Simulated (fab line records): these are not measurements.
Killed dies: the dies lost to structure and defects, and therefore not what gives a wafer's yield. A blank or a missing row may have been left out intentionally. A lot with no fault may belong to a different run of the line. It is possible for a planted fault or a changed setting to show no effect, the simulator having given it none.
Chamber matching | flow n5-finfet | rie-diel-01 running N5_BEOL_M7_ETCH_62: 4 sister chambers
The step etches SOC in N2/H2, target depth 110 nm, overetch 22 nm, time 165 s. 8 wafers are shown with their chamber, then 11 later ones without.

WAFERS PAIRED WITH THEIR CHAMBERS
wafer  | chamber | drypump-motor-current-A (A) | showerhead-plenum-p-Torr (Torr)
L086.4 | 0       | 6.2                         | 2.39
L089.4 | 1       | 6.4                         | 2.53
L089.5 | 3       | 5.9                         | 2.51
L089.6 | 2       | 5.1                         | 2.63
L092.1 | 2       | 5.1                         | 2.63
L092.2 | 3       | 6.0                         | 2.50
L092.3 | 1       | 6.4                         | 2.53
L092.4 | 0       | 6.2                         | 2.39

WAFERS WITHOUT THEIR CHAMBER
wafer  | drypump-motor-current-A (A) | showerhead-plenum-p-Torr (Torr)
L092.5 | 6.3                         | 2.39
L092.6 | 5.9                         | 2.50
L094.1 | 6.2                         | 2.39
L094.5 | 6.0                         | 2.50
L094.6 | 6.2                         | 2.39
L095.1 | 6.2                         | 2.38
L095.2 | 5.9                         | 2.50
L095.3 | 5.1                         | 2.62
L095.4 | 6.4                         | 2.53
L095.5 | 6.2                         | 2.38
L095.6 | 5.9                         | 2.50

WHICH CHAMBER EACH ONE RAN IN
wafer  | from the rows above | in truth
L092.5 | 0                   | 0
L092.6 | 3                   | 3
L094.1 | 0                   | 0
L094.5 | 3                   | 3
L094.6 | 0                   | 0
L095.1 | 0                   | 0
L095.2 | 3                   | 3
L095.3 | 2                   | 2
L095.4 | 1                   | 1
L095.5 | 0                   | 0
L095.6 | 3                   | 3
Placed correctly: 11 of 11. Left unplaced by these rows: 0. Placed wrongly: 0.
How it was worked out, from the rows above alone: a wafer's distance from a chamber is the root of the sum, over the readings, of the square of ((its reading less the chamber's mean) divided by the reading's scatter). The wafer belongs to the nearest chamber; if the next one is less than 2 further off, it can't be placed. For every chamber, the mean is computed from those of its wafers that are shown. The scatter: the root of (the sum of the squares of (reading less its chamber's mean) over the shown wafers, divided by (wafers less chambers)).
